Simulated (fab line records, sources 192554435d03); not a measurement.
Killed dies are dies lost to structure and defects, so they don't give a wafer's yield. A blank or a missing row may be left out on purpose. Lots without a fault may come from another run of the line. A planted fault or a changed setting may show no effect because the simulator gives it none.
Chamber matching | flow n5_finfet | N5_ZERO_LAYER_PECVD_02 on pecvd-02: 3 sister chambers
The step deposits SiO2 from SiH4/N2O, target thk 10 nm, time 6 s. 6 wafers are shown with their chamber, then 9 later ones without.

WAFERS WITH THEIR CHAMBER
wafer  | chamber | showerhead_vpp_V (V) | showerhead_plenum_p_Torr (Torr)
L080.3 | 1       | 1104                 | 8.18
L080.4 | 0       | 1016                 | 8.25
L080.5 | 1       | 1084                 | 8.20
L082.1 | 2       | 960                  | 8.16
L082.2 | 0       | 1017                 | 8.25
L082.5 | 2       | 962                  | 8.18

WAFERS WITHOUT THEIR CHAMBER
wafer  | showerhead_vpp_V (V) | showerhead_plenum_p_Torr (Torr)
L083.3 | 1017                 | 8.23
L083.5 | 966                  | 8.17
L083.6 | 1069                 | 8.19
L092.4 | 1073                 | 8.21
L092.5 | 1030                 | 8.27
L092.6 | 959                  | 8.15
L094.2 | 1017                 | 8.25
L094.3 | 1083                 | 8.21
L094.6 | 943                  | 8.17

WHICH CHAMBER EACH WENT THROUGH
wafer  | from the rows above | in truth
L083.3 | 0                   | 0
L083.5 | 2                   | 2
L083.6 | 1                   | 1
L092.4 | 1                   | 1
L092.5 | 0                   | 0
L092.6 | 2                   | 2
L094.2 | 0                   | 0
L094.3 | 1                   | 1
L094.6 | 2                   | 2
Placed correctly: 9 of 9. Can't be placed from these rows: 0. Placed wrongly: 0.
How it was worked out, from the rows above alone: a wafer's distance from a chamber is the root of the sum, over the readings, of the square of ((its reading less the chamber's mean) divided by the reading's scatter). The wafer belongs to the nearest chamber; if the next one is less than 2 further off, it can't be placed. A chamber's mean is the mean of its shown wafers. The scatter: the root of (the sum of the squares of (reading less its chamber's mean) over the shown wafers, divided by (wafers less chambers)).
